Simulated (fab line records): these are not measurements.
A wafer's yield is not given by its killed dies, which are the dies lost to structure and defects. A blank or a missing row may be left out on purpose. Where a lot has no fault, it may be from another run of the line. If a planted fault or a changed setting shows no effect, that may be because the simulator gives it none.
Chamber matching	flow nand-harc	cmp-04 running NHARC_P_CONTACT_CMP_01: 4 sister chambers
The step polishes SiO2, target thk 200 nm. 14 wafers are shown with their chamber, then 7 later ones without.

## WAFERS WITH THEIR CHAMBER
wafer	chamber	motor-current-A (A)	edge-zone-pressure-frac
L755.3	2	12.7	1.000
L755.4	3	12.4	1.007
L755.6	1	9.7	0.997
L756.2	3	11.6	1.003
L756.4	2	12.8	1.000
L756.5	3	11.8	1.001
L772.1	2	12.6	1.000
L772.3	0	14.4	0.993
L772.5	0	15.0	1.010
L773.1	1	9.8	1.001
L773.2	3	11.7	1.004
L773.6	3	12.1	1.003
L774.1	0	15.0	1.005
L774.5	1	10.1	0.995

SIGNATURES (averages over the wafers above)
reading	chamber 0	chamber 1	chamber 2	chamber 3	scatter within a chamber
motor-current-A	14.800	9.867	12.700	11.920	0.278
edge-zone-pressure-frac	1.00267	0.99767	1.00000	1.00360	0.00437
Rule: for each reading, subtract the chamber's mean from the wafer's reading, divide by that reading's scatter and square the result; add these up over the readings and take the root, which gives the wafer's distance from the chamber. The wafer belongs to the nearest chamber; if the next one is less than 2 further off, it can't be placed. The scatter: take each reading less its chamber's mean, square it, sum over the shown wafers, divide by the number of wafers less the number of chambers, and take the root.

## WAFERS MISSING THEIR CHAMBER
wafer	motor-current-A (A)	edge-zone-pressure-frac
L774.6	12.9	1.001
L776.2	13.0	1.000
L776.4	14.7	1.008
L776.6	11.9	0.985
L777.1	14.0	1.006
L777.2	11.2	1.002
L777.4	12.5	1.005

## EACH ONE'S CHAMBER
wafer	from the rows above	in truth
L774.6	2	2
L776.2	2	2
L776.4	0	0
L776.6	can't be placed: 3 or 2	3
L777.1	can't be placed: 0 or 2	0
L777.2	3	3
L777.4	can't be placed: 2 or 3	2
Correctly placed: 4 of 7. These rows do not allow placing 3 (true chamber among the candidates in 3). Number placed wrongly: 0.
